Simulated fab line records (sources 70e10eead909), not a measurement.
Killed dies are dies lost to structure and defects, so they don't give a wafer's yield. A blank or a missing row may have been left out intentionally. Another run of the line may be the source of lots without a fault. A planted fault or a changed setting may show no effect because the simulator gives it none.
fab line records | flow nand_harc | part 2 of 2: steps 5 to 6 of 6
record lots=19 | wafers=57 | last_day=33
route steps=1302 shown A_STAIRCASE@719
lots untouched by any fault: they come from a run of this same line in which no faults occurred
start_h: the number of hours between the record's first day and the start of the first shown wafer of the lot | wait_h: time in hours since the lot's previous step | " identical to the entry in the row above | L1.1+2: one row covering several wafers at once | - value missing, or start not given | * or withheld: withheld | < > ~ a bound
route shown NAME@n: a module of which the file shows steps, and the number in the route of the first | usual: average and standard deviation across the fault-free wafers | same: alike in all rows | chamber/n: place in a boat | sites: per-site readings | _std_site: the standard deviation of these | _edge_site: outer sites' mean less inner sites' | radius_mm: how far each site lies from the wafer's centre | mask NAME#n: copy n | behind: the most recent tool/chamber to have shaped the wafer | hold: what put the lot on hold/how long, in hours/how the hold closed | device: transistor that didn't switch, given as n, p or np | end of line: the tests these same wafers got at the end of their route | where a step has no rows: the recipe by itself | killed: count of dies lost to structure and defects at first sort (not the wafer's yield) | map: dies across one wafer; x = killed, . = not, _ = none there
set.NAME: the run value of the setting; set.NAME@STEP: its run value at that earlier step | model.NAME: the simulator's own value behind a step, which no gauge read
a sample of lots followed through the steps of the route, with each step as a table and each wafer as a row
services: the hour from which a tool's chamber was out of use, counted from the record's first day as start_h (under 0 if before that day), plus the number of hours and why
## steps
# step NHARC_A_STAIRCASE_STRIP_476
# recipe time_s=20 | o2_flow_sccm=500 | ar_flow_sccm=0 | bias_w=0 | chemistry=O2
# usual drypump_motor_current_A=5.8/0.46 | o2_flow_sccm=500.1/1.4 | oes_product_au=0.999/0.0085 | rf_vpp_V=57.7/0.94 | showerhead_plenum_p_Torr=3.53/0.18 | throttle_valve_pct=17.036/0.0089
# same bias_w=0
lot.wafer | tool        | chamber | start_h | wait_h | drypump_motor_current_A | o2_flow_sccm | oes_product_au | rf_hours_counter_h | rf_vpp_V | showerhead_plenum_p_Torr | throttle_valve_pct
L074.3    | rie_diel-08 | 3       | 381.40  | 0.1    | 5.9                     | 498.1        | 1.002          | 0                  | 57.8     | 3.35                     | 17.035
L074.2    | "           | 1       | "       | "      | 5.7                     | 499.7        | 0.987          | 0                  | 57.3     | 3.30                     | 17.023
L074.6    | "           | 0       | "       | "      | 4.9                     | 501.4        | 1.004          | -                  | 57.4     | 3.78                     | 17.027
L075.4    | rie_diel-12 | 3       | 404.77  | 0.2    | 6.2                     | 501.2        | 0.999          | 38                 | 58.2     | 3.46                     | 17.038
L075.5    | "           | 1       | "       | "      | 5.4                     | 499.6        | 0.994          | -                  | 58.1     | 3.78                     | 17.037
L075.6    | "           | 2       | "       | "      | 6.3                     | 500.0        | 0.998          | -                  | 57.1     | 3.36                     | 17.044
L077.4    | rie_diel-11 | 2       | 425.86  | 0.1    | 6.4                     | 503.3        | 0.993          | 56                 | 56.1     | 3.27                     | 17.041
L077.2    | "           | 0       | "       | "      | 5.5                     | 498.9        | 0.991          | 50                 | 57.8     | 3.47                     | 17.034
L077.5    | "           | 3       | "       | "      | 5.4                     | 503.3        | 1.004          | -                  | 57.0     | 3.33                     | 17.038
L080.4    | rie_diel-12 | 0       | 466.55  | 0.1    | 5.7                     | 499.9        | 0.995          | 5                  | 57.6     | 3.65                     | 17.028
L080.2    | "           | 2       | "       | "      | 6.3                     | 498.2        | 0.996          | 3                  | 56.4     | 3.35                     | 17.044
L080.1    | "           | 3       | "       | "      | 6.3                     | 500.2        | 1.002          | 5                  | 56.6     | 3.45                     | 17.040
L082.1    | rie_diel-08 | 0       | 479.79  | 0.1    | 4.9                     | 500.1        | 0.993          | 34                 | 57.6     | 3.76                     | 17.036
L082.3    | "           | 1       | "       | "      | 5.7                     | 501.2        | 1.005          | 34                 | 56.9     | 3.29                     | 17.044
L082.5    | "           | 2       | "       | "      | 6.3                     | 499.1        | 0.989          | -                  | 55.4     | 3.51                     | 17.023
L083.3    | rie_diel-11 | 2       | 489.49  | 0.1    | 6.4                     | 500.9        | 0.993          | 16                 | 56.8     | 3.80                     | 17.032
L083.6    | "           | 1       | "       | "      | 5.4                     | 499.0        | 1.010          | -                  | 58.0     | 3.61                     | 17.029
L083.5    | "           | 2       | "       | "      | 6.4                     | 499.8        | 1.005          | -                  | 58.8     | 3.80                     | 17.035
L084.2    | rie_diel-11 | 1       | 500.87  | 0.1    | 5.4                     | 499.4        | 1.020          | 19                 | 58.0     | 3.61                     | 17.067
L084.3    | "           | 2       | "       | "      | 6.4                     | 501.4        | 0.999          | 18                 | 57.5     | 3.80                     | 17.037
L084.6    | "           | 2       | "       | "      | 6.4                     | 498.0        | 0.992          | -                  | 57.9     | 3.80                     | 17.034
L085.2    | rie_diel-12 | 0       | 504.74  | 0.4    | 5.7                     | 499.9        | 1.007          | 17                 | 57.7     | 3.64                     | 17.034
L085.4    | "           | 3       | "       | "      | 6.3                     | 500.2        | 0.990          | -                  | 56.6     | 3.44                     | 17.035
L085.5    | "           | 0       | "       | "      | 5.7                     | 502.0        | 1.000          | -                  | 58.9     | 3.64                     | 17.029
L086.3    | rie_diel-11 | 3       | 515.21  | 0.1    | 5.4                     | 501.6        | 1.001          | 24                 | 57.3     | 3.32                     | 17.029
L086.5    | "           | 3       | "       | "      | 5.4                     | 499.7        | 1.000          | -                  | 58.4     | 3.32                     | 17.032
L086.6    | "           | 0       | "       | "      | 5.6                     | 500.4        | 1.003          | -                  | 57.5     | 3.46                     | 17.050
L087.1    | rie_diel-12 | 0       | 535.42  | 0.1    | 5.7                     | 499.3        | 1.005          | 28                 | 57.1     | 3.63                     | 17.045
L087.5    | "           | 0       | "       | "      | 5.7                     | 499.6        | 0.994          | -                  | 56.8     | 3.63                     | 17.041
L087.6    | "           | 1       | "       | "      | 5.4                     | 499.4        | 0.989          | -                  | 60.4     | 3.76                     | 17.042
L089.1    | rie_diel-08 | 3       | 543.49  | 0.1    | 5.9                     | 502.6        | 1.004          | 53                 | 56.6     | 3.32                     | 17.042
L089.5    | "           | 3       | "       | "      | 5.9                     | 503.0        | 1.001          | -                  | 58.8     | 3.32                     | 17.019
L089.6    | "           | 0       | "       | "      | 4.9                     | 500.3        | 0.994          | -                  | 58.2     | 3.74                     | 17.034
L090.1    | rie_diel-12 | 2       | 543.62  | 0.1    | 6.3                     | 500.1        | 0.992          | 26                 | 56.5     | 3.34                     | 17.042
L090.2    | "           | 1       | "       | "      | 5.4                     | 499.2        | 0.991          | 25                 | 58.0     | 3.76                     | 17.045
L090.5    | "           | 2       | "       | "      | 6.3                     | 500.6        | 0.997          | -                  | 57.2     | 3.34                     | 17.030
L088.3    | rie_diel-11 | 1       | 545.00  | 0.2    | 5.4                     | 500.0        | 1.017          | 36                 | 58.9     | 3.60                     | 17.032
L088.2    | "           | 2       | "       | "      | 6.4                     | 500.7        | 1.013          | 37                 | 59.6     | 3.79                     | 17.034
L088.6    | "           | 2       | "       | "      | 6.4                     | 501.8        | 1.009          | -                  | 58.7     | 3.79                     | 17.021
L091.4    | rie_diel-12 | 0       | 550.62  | 0.1    | 5.7                     | 497.9        | 1.015          | 35                 | 57.7     | 3.63                     | 17.046
L091.2    | "           | 1       | "       | "      | 5.4                     | 500.5        | 0.995          | 27                 | 56.8     | 3.76                     | 17.043
L091.5    | "           | 0       | "       | "      | 5.7                     | 500.4        | 1.010          | -                  | 57.5     | 3.63                     | 17.027
L092.3    | rie_diel-08 | 0       | 573.44  | 0.1    | 4.9                     | 499.6        | 1.012          | 3                  | 57.8     | 3.74                     | 17.050
L092.1    | "           | 2       | "       | "      | 6.3                     | 500.9        | 0.994          | 3                  | 56.7     | 3.50                     | 17.039
L092.5    | "           | 3       | "       | "      | 5.9                     | 497.8        | 0.999          | -                  | 57.5     | 3.32                     | 17.041
L094.2    | rie_diel-12 | 0       | 586.63  | 3.0    | 5.7                     | 500.9        | 0.989          | 44                 | 56.4     | 3.62                     | 17.032
L094.1    | "           | 1       | "       | "      | 5.4                     | 500.4        | 0.988          | 41                 | 59.8     | 3.75                     | 17.032
L094.3    | "           | 2       | "       | "      | 6.3                     | 500.3        | 1.010          | 44                 | 58.6     | 3.33                     | 17.031
L095.4    | rie_diel-08 | 1       | 600.95  | 0.1    | 5.7                     | 500.6        | 1.001          | 13                 | 58.5     | 3.80                     | 17.048
L095.3    | "           | 2       | "       | "      | 6.3                     | 499.6        | 1.006          | 12                 | 57.3     | 3.49                     | 17.042
L095.1    | "           | 3       | "       | "      | 5.9                     | 500.2        | 1.006          | 12                 | 58.6     | 3.31                     | 17.037
L096.4    | rie_diel-08 | 2       | 619.55  | 0.1    | 6.3                     | 498.5        | 0.998          | 17                 | 57.6     | 3.49                     | 17.032
L096.2    | "           | 3       | "       | "      | 5.9                     | 500.5        | 0.992          | 17                 | 56.7     | 3.31                     | 17.029
L096.6    | "           | 2       | "       | "      | 6.3                     | 499.7        | 0.985          | -                  | 56.5     | 3.49                     | 17.041
L097.3    | rie_diel-08 | 1       | 619.82  | 0.1    | 5.8                     | 501.3        | 0.993          | 18                 | 58.6     | 3.80                     | 17.047
L097.1    | "           | 2       | "       | "      | 6.3                     | 499.9        | 0.987          | 17                 | 57.5     | 3.49                     | 17.036
L097.4    | "           | 0       | "       | "      | 4.9                     | 500.4        | 1.015          | 19                 | 58.7     | 3.73                     | 17.020
# step NHARC_A_STAIRCASE_DEP_471
# recipe target_thk_a=1000 | temp_c=400 | pressure_torr=6.5 | rf_w=900 | teos_flow_sccm=161.4 | flow_sccm=2650 | target_thk_nm=100 | gas=O2 | material=SiO2
# usual heater_power_w=514/81 | throttle_valve_pct=16.0/0.43
lot.wafer | tool     | chamber | start_h | wait_h | heater_power_w | since_wet_clean_h | throttle_valve_pct
L074.3    | pecvd-03 | 2       | 438.62  | -      | 543            | 60                | 15.9
L074.2    | "        | 0       | "       | "      | 461            | 60                | 15.6
L074.6    | "        | 0       | "       | "      | 484            | -                 | 15.3
L075.5    | pecvd-04 | 0       | 446.95  | -      | 582            | -                 | 16.6
L075.6    | "        | 1       | "       | "      | 369            | -                 | 15.9
L075.4    | "        | 2       | "       | "      | 552            | -                 | 16.1
L077.2    | pecvd-03 | 1       | 466.77  | -      | 396            | 88                | 15.6
L077.5    | "        | 2       | "       | "      | 528            | -                 | 15.8
L077.4    | "        | 0       | "       | "      | 490            | -                 | 15.3
L080.2    | pecvd-04 | 1       | 510.05  | -      | 410            | 47                | 15.9
L080.1    | "        | 2       | "       | "      | 479            | 47                | 16.4
L080.4    | "        | 1       | "       | "      | 415            | -                 | 15.5
L082.3    | pecvd-02 | 1       | 525.29  | -      | 540            | 104               | 16.8
L082.1    | "        | 2       | "       | "      | 708            | 104               | 16.5
L082.5    | "        | 2       | "       | "      | 730            | -                 | 16.3
L083.3    | pecvd-03 | 1       | 534.74  | -      | 465            | 156               | 15.6
L083.5    | "        | 2       | "       | "      | 493            | -                 | 16.2
L083.6    | "        | 0       | "       | "      | 563            | -                 | 15.4
L085.2    | pecvd-03 | 0       | 542.90  | -      | 558            | 164               | 15.5
L085.4    | "        | 2       | "       | "      | 460            | -                 | 16.0
L085.5    | "        | 0       | "       | "      | 537            | -                 | 15.5
L084.2    | pecvd-03 | 1       | 544.04  | -      | 435            | 165               | 15.6
L084.3    | "        | 2       | "       | "      | 481            | 165               | 16.1
L084.6    | "        | 1       | "       | "      | 433            | -                 | 15.5
L086.3    | pecvd-02 | 0       | 558.08  | -      | 503            | 137               | 16.3
L086.6    | "        | 2       | "       | "      | 595            | -                 | 16.5
L086.5    | "        | 0       | "       | "      | 496            | -                 | 15.8
L087.1    | pecvd-04 | 1       | 575.72  | -      | 410            | 113               | 15.7
L087.6    | "        | 0       | "       | "      | 509            | -                 | 16.7
L087.5    | "        | 2       | "       | "      | 570            | -                 | 16.5
L088.2    | pecvd-04 | 1       | 588.78  | -      | 454            | 126               | 15.7
L088.3    | "        | 1       | "       | "      | 471            | -                 | 15.9
L088.6    | "        | 1       | "       | "      | 466            | -                 | 15.9
L090.2    | pecvd-03 | 1       | 588.85  | -      | 464            | 29                | 15.5
L090.1    | "        | 0       | "       | "      | 577            | 29                | 15.6
L090.5    | "        | 0       | "       | "      | 588            | -                 | 15.7
L089.1    | pecvd-04 | 0       | 590.16  | -      | 490            | 127               | 16.6
L089.5    | "        | 0       | "       | "      | 494            | -                 | 16.6
L089.6    | "        | 1       | "       | "      | 435            | -                 | 16.0
L091.2    | pecvd-03 | 1       | 596.22  | -      | 439            | 36                | 15.6
L091.5    | "        | 2       | "       | "      | 551            | -                 | 15.6
L091.4    | "        | 0       | "       | "      | 504            | -                 | 15.4
L092.3    | pecvd-04 | 1       | 615.47  | -      | 454            | 152               | 15.8
L092.1    | "        | 2       | "       | "      | 607            | 152               | 16.6
L092.5    | "        | 2       | "       | "      | 630            | -                 | 16.7
L094.2    | pecvd-02 | 1       | 627.54  | -      | 572            | 25                | 16.1
L094.1    | "        | 2       | "       | "      | 769            | 25                | 16.3
L094.3    | "        | 0       | "       | "      | 562            | 25                | 16.0
L095.3    | pecvd-03 | 2       | 645.33  | -      | 452            | 85                | 15.6
L095.1    | "        | 1       | "       | "      | 468            | 85                | 15.8
L095.4    | "        | 2       | "       | "      | 465            | -                 | 15.6
L096.2    | pecvd-02 | 1       | 662.81  | -      | 617            | 61                | 16.2
L096.4    | "        | 0       | "       | "      | 470            | -                 | 16.0
L096.6    | "        | 2       | "       | "      | 743            | -                 | 16.2
L097.3    | pecvd-04 | 0       | 663.10  | -      | 530            | 19                | 15.5
L097.1    | "        | 2       | "       | "      | 596            | 19                | 16.5
L097.4    | "        | 2       | "       | "      | 582            | -                 | 16.4
## services
tool            | chamber | start_h | hours | kind
pecvd-03        | -       | 330.86  | 0.7   | repair
rie_diel-08     | 3       | 331.33  | 9.0   | repair
rie_diel-08     | 1       | 334.13  | 9.5   | repair
plasma_asher-01 | -       | 355.47  | 9.0   | pm
pecvd-03        | -       | 366.12  | 13.0  | pm
rie_diel-08     | -       | 370.64  | 9.0   | pm
pecvd-03        | 0       | 379.88  | 7.6   | repair
pecvd-03        | 1       | 387.31  | 5.2   | repair
rie_diel-08     | 1       | 406.95  | 5.1   | repair
plasma_asher-01 | -       | 423.24  | 13.8  | repair
rie_diel-11     | -       | 434.40  | 9.0   | pm
rie_diel-12     | -       | 449.15  | 9.0   | pm
rie_diel-11     | -       | 463.21  | 0.6   | repair
rie_diel-12     | -       | 471.86  | 0.6   | repair
rie_diel-11     | 2       | 480.29  | 8.2   | repair
rie_diel-12     | 1       | 495.04  | 11.0  | repair
rie_diel-08     | 1       | 498.58  | 30.5  | repair
plasma_asher-01 | -       | 510.41  | 3.6   | repair
plasma_asher-01 | -       | 532.47  | 9.0   | pm
pecvd-03        | -       | 547.12  | 13.0  | pm
rie_diel-11     | -       | 602.99  | 0.5   | repair
rie_diel-11     | -       | 611.40  | 9.0   | pm
rie_diel-12     | -       | 626.15  | 9.0   | pm
rie_diel-08     | 1       | 649.11  | 6.7   | repair
